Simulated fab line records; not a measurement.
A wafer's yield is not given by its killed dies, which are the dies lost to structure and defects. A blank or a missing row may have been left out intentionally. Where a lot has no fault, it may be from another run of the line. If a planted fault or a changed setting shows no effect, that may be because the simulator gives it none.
Which tool did it? | flow n5Finfet | 24 lots with 72 wafers sampled at 5 steps, on a route of 1938 steps

WHAT EACH GAUGE READ, for each wafer
N5_BEOL_M1_INSPECT_59: inspects for defects (darkfield). Usual: rawDefectCount at 70, with a standard deviation of 22.
lot  | measured     | on               | rawDefectCount | flag
L074 | day 6 12:16  | defectInspect-02 | 53 61 73       | 
L075 | day 6 17:29  | defectInspect-02 | 82 44 88       | 
L076 | day 7 04:07  | defectInspect-02 | 70 70 66       | 
L077 | day 7 07:04  | defectInspect-02 | 49 79 65       | 
L079 | day 7 16:22  | defectInspect-01 | 74 89 41       | 
L078 | day 7 19:58  | defectInspect-02 | 59 76 80       | 
L080 | day 8 01:51  | defectInspect-02 | 46 56 63       | 
L081 | day 8 06:51  | defectInspect-01 | 60 67 63       | 
L082 | day 8 19:48  | defectInspect-02 | 62 87 65       | 
L083 | day 9 03:10  | defectInspect-02 | 87 65 126      | 
L084 | day 9 06:58  | defectInspect-01 | 61 63 71       | 
L085 | day 9 16:32  | defectInspect-02 | 54 42 75       | 
L086 | day 9 19:10  | defectInspect-01 | 72 97 105      | 
L087 | day 10 00:41 | defectInspect-02 | 106 139 70     | 
L088 | day 10 02:29 | defectInspect-02 | 105 117 90     | 
L090 | day 10 11:36 | defectInspect-01 | 51 53 55       | 
L089 | day 10 14:08 | defectInspect-01 | 65 87 74       | 
L091 | day 10 19:58 | defectInspect-01 | 58 41 50       | 
L092 | day 10 22:48 | defectInspect-01 | 64 52 41       | 
L094 | day 11 11:29 | defectInspect-02 | 46 79 42       | 
L093 | day 11 11:31 | defectInspect-01 | 45 55 80       | 
L095 | day 12 06:28 | defectInspect-01 | 38 61 63       | 
L096 | day 12 06:31 | defectInspect-02 | 90 53 79       | 
L097 | day 12 09:50 | defectInspect-02 | 47 59 55       | 

EACH LOT AND THE TOOL THAT RAN IT (in order: tool; ch and the chambers of the sampled wafers; start)
lot  | N5_BEOL_M1_SPUTTER_88       | N5_BEOL_M1_ANNEAL_93        | N5_BEOL_M1_ANNEAL_95        | N5_BEOL_M1_SPUTTER_96
L074 | pvdSputter-01, day 6 10:15  | pvdSputter-01, day 6 10:46  | pvdSputter-01, day 6 10:59  | pvdSputter-01, day 6 11:08
L075 | pvdSputter-01, day 6 15:04  | pvdSputter-01, day 6 15:35  | pvdSputter-01, day 6 15:49  | pvdSputter-01, day 6 15:57
L076 | pvdSputter-03, day 7 02:10  | pvdSputter-03, day 7 02:41  | pvdSputter-03, day 7 02:55  | pvdSputter-03, day 7 03:03
L077 | pvdSputter-02, day 7 05:06  | pvdSputter-02, day 7 05:37  | pvdSputter-02, day 7 05:50  | pvdSputter-02, day 7 05:59
L079 | pvdSputter-03, day 7 14:10  | pvdSputter-03, day 7 14:41  | pvdSputter-03, day 7 14:54  | pvdSputter-03, day 7 15:02
L078 | pvdSputter-01, day 7 18:00  | pvdSputter-01, day 7 18:31  | pvdSputter-01, day 7 18:44  | pvdSputter-01, day 7 18:53
L080 | pvdSputter-02, day 7 22:21  | pvdSputter-02, day 7 22:52  | pvdSputter-02, day 7 23:05  | pvdSputter-02, day 7 23:14
L081 | pvdSputter-02, day 8 04:49  | pvdSputter-02, day 8 05:20  | pvdSputter-02, day 8 05:33  | pvdSputter-02, day 8 05:41
L082 | pvdSputter-02, day 8 17:49  | pvdSputter-02, day 8 18:20  | pvdSputter-02, day 8 18:34  | pvdSputter-02, day 8 18:42
L083 | pvdSputter-03, day 9 01:12  | pvdSputter-03, day 9 01:43  | pvdSputter-03, day 9 01:56  | pvdSputter-03, day 9 02:05
L084 | pvdSputter-03, day 9 04:55  | pvdSputter-03, day 9 05:26  | pvdSputter-03, day 9 05:40  | pvdSputter-03, day 9 05:48
L085 | pvdSputter-03, day 9 14:35  | pvdSputter-03, day 9 15:06  | pvdSputter-03, day 9 15:19  | pvdSputter-03, day 9 15:28
L086 | pvdSputter-02, day 9 17:11  | pvdSputter-02, day 9 17:43  | pvdSputter-02, day 9 17:56  | pvdSputter-02, day 9 18:04
L087 | pvdSputter-01, day 9 22:42  | pvdSputter-01, day 9 23:13  | pvdSputter-01, day 9 23:26  | pvdSputter-01, day 9 23:35
L088 | pvdSputter-01, day 10 00:32 | pvdSputter-01, day 10 01:04 | pvdSputter-01, day 10 01:17 | pvdSputter-01, day 10 01:25
L090 | pvdSputter-01, day 10 09:35 | pvdSputter-01, day 10 10:07 | pvdSputter-01, day 10 10:20 | pvdSputter-01, day 10 10:28
L089 | pvdSputter-02, day 10 12:09 | pvdSputter-02, day 10 12:40 | pvdSputter-02, day 10 12:53 | pvdSputter-02, day 10 13:02
L091 | pvdSputter-03, day 10 18:01 | pvdSputter-03, day 10 18:32 | pvdSputter-03, day 10 18:45 | pvdSputter-03, day 10 18:53
L092 | pvdSputter-03, day 10 20:40 | pvdSputter-03, day 10 21:11 | pvdSputter-03, day 10 21:25 | pvdSputter-03, day 10 21:33
L094 | pvdSputter-01, day 11 09:25 | pvdSputter-01, day 11 09:56 | pvdSputter-01, day 11 10:09 | pvdSputter-01, day 11 10:17
L093 | pvdSputter-02, day 11 09:29 | pvdSputter-02, day 11 10:01 | pvdSputter-02, day 11 10:14 | pvdSputter-02, day 11 10:22
L095 | pvdSputter-03, day 12 04:22 | pvdSputter-03, day 12 04:53 | pvdSputter-03, day 12 05:06 | pvdSputter-03, day 12 05:14
L096 | pvdSputter-01, day 12 04:25 | pvdSputter-01, day 12 04:56 | pvdSputter-01, day 12 05:09 | pvdSputter-01, day 12 05:17
L097 | pvdSputter-03, day 12 07:30 | pvdSputter-03, day 12 08:01 | pvdSputter-03, day 12 08:14 | pvdSputter-03, day 12 08:23
- N5_BEOL_M1_SPUTTER_88: material Cu, target thk 4.5 nm, time 8.29 s.
- N5_BEOL_M1_ANNEAL_93: time 240 s.
- N5_BEOL_M1_ANNEAL_95: time 240 s.
- N5_BEOL_M1_SPUTTER_96: material Cu, target thk 4.5 nm, time 8.29 s.

WHAT THE TOOLS THEMSELVES READ (means of the sampled wafers that have a number; where no wafer has one, the mark that the record gives instead)
N5_BEOL_M1_SPUTTER_88. Usual: throttleValvePct at 29.9 %, with a standard deviation of 0.82.
lot  | tool          | throttleValvePct (%) | flag
L074 | pvdSputter-01 | 30.6                 | 
L075 | pvdSputter-01 | 29.7                 | 
L076 | pvdSputter-03 | 30.3                 | 
L077 | pvdSputter-02 | 29.4                 | 
L079 | pvdSputter-03 | 29.9                 | 
L078 | pvdSputter-01 | 30.2                 | 
L080 | pvdSputter-02 | 29.3                 | 
L081 | pvdSputter-02 | 29.2                 | 
L082 | pvdSputter-02 | 28.9                 | 
L083 | pvdSputter-03 | 30.0                 | 
L084 | pvdSputter-03 | 30.4                 | 
L085 | pvdSputter-03 | 30.4                 | 
L086 | pvdSputter-02 | 29.1                 | 
L087 | pvdSputter-01 | 29.9                 | 
L088 | pvdSputter-01 | 29.9                 | 
L090 | pvdSputter-01 | 29.4                 | 
L089 | pvdSputter-02 | 29.1                 | 
L091 | pvdSputter-03 | 30.2                 | 
L092 | pvdSputter-03 | 30.2                 | 
L094 | pvdSputter-01 | 29.9                 | 
L093 | pvdSputter-02 | 28.9                 | 
L095 | pvdSputter-03 | 30.0                 | 
L096 | pvdSputter-01 | 30.7                 | 
L097 | pvdSputter-03 | 30.2                 | 

N5_BEOL_M1_ANNEAL_93. Usual: heaterPowerW at 785 W, with a standard deviation of 73.
lot  | tool          | heaterPowerW (W) | flag
L074 | pvdSputter-01 | 751              | 
L075 | pvdSputter-01 | 804              | 
L076 | pvdSputter-03 | 782              | 
L077 | pvdSputter-02 | 847              | 
L079 | pvdSputter-03 | 733              | 
L078 | pvdSputter-01 | 761              | 
L080 | pvdSputter-02 | 852              | 
L081 | pvdSputter-02 | 787              | 
L082 | pvdSputter-02 | 858              | 
L083 | pvdSputter-03 | 741              | 
L084 | pvdSputter-03 | 812              | 
L085 | pvdSputter-03 | 760              | 
L086 | pvdSputter-02 | 788              | 
L087 | pvdSputter-01 | 788              | 
L088 | pvdSputter-01 | 720              | 
L090 | pvdSputter-01 | 742              | 
L089 | pvdSputter-02 | 819              | 
L091 | pvdSputter-03 | 790              | 
L092 | pvdSputter-03 | 773              | 
L094 | pvdSputter-01 | 788              | 
L093 | pvdSputter-02 | 863              | 
L095 | pvdSputter-03 | 729              | 
L096 | pvdSputter-01 | 755              | 
L097 | pvdSputter-03 | 783              | 

N5_BEOL_M1_ANNEAL_95. Usual: heaterPowerW at 786 W, with a standard deviation of 73.
lot  | tool          | heaterPowerW (W) | flag
L074 | pvdSputter-01 | 767              | 
L075 | pvdSputter-01 | 815              | 
L076 | pvdSputter-03 | 785              | 
L077 | pvdSputter-02 | 845              | 
L079 | pvdSputter-03 | 734              | 
L078 | pvdSputter-01 | 770              | 
L080 | pvdSputter-02 | 858              | 
L081 | pvdSputter-02 | 788              | 
L082 | pvdSputter-02 | 878              | 
L083 | pvdSputter-03 | 732              | 
L084 | pvdSputter-03 | 809              | 
L085 | pvdSputter-03 | 737              | 
L086 | pvdSputter-02 | 775              | 
L087 | pvdSputter-01 | 795              | 
L088 | pvdSputter-01 | 717              | 
L090 | pvdSputter-01 | 743              | 
L089 | pvdSputter-02 | 810              | 
L091 | pvdSputter-03 | 782              | 
L092 | pvdSputter-03 | 784              | 
L094 | pvdSputter-01 | 804              | 
L093 | pvdSputter-02 | 865              | 
L095 | pvdSputter-03 | 729              | 
L096 | pvdSputter-01 | 745              | 
L097 | pvdSputter-03 | 787              | 

N5_BEOL_M1_SPUTTER_96. Usual: throttleValvePct at 29.9 %, with a standard deviation of 0.84.
lot  | tool          | throttleValvePct (%) | flag
L074 | pvdSputter-01 | 30.8                 | 
L075 | pvdSputter-01 | 29.8                 | 
L076 | pvdSputter-03 | 30.4                 | 
L077 | pvdSputter-02 | 29.5                 | 
L079 | pvdSputter-03 | 30.3                 | 
L078 | pvdSputter-01 | 30.1                 | 
L080 | pvdSputter-02 | 29.2                 | 
L081 | pvdSputter-02 | 29.1                 | 
L082 | pvdSputter-02 | 28.8                 | 
L083 | pvdSputter-03 | 29.9                 | 
L084 | pvdSputter-03 | 30.6                 | 
L085 | pvdSputter-03 | 30.3                 | 
L086 | pvdSputter-02 | 29.1                 | 
L087 | pvdSputter-01 | 29.8                 | 
L088 | pvdSputter-01 | 29.9                 | 
L090 | pvdSputter-01 | 29.5                 | 
L089 | pvdSputter-02 | 29.2                 | 
L091 | pvdSputter-03 | 30.2                 | 
L092 | pvdSputter-03 | 30.5                 | 
L094 | pvdSputter-01 | 30.0                 | 
L093 | pvdSputter-02 | 28.9                 | 
L095 | pvdSputter-03 | 30.1                 | 
L096 | pvdSputter-01 | 30.8                 | 
L097 | pvdSputter-03 | 30.3                 | 

THE ANSWER, worked out from the rows above alone
Rule: a lot is off if the mean of its wafers that have a number lies more than 3 standard deviations from the usual mean. Also off: a lot with no number at a reading for which 4 or more lots have one. All remaining lots with rows at the step are treated as sound. First the gauges in route order, then the tools' own readings, where a lot's mean is used as printed above. The first step at which some lot is off is used, and at that step the reading that is off furthest; a lot without a number counts as furthest.
None of the lots is off at any reading shown; this tells nothing.

WHAT THE SIMULATOR PUT IN
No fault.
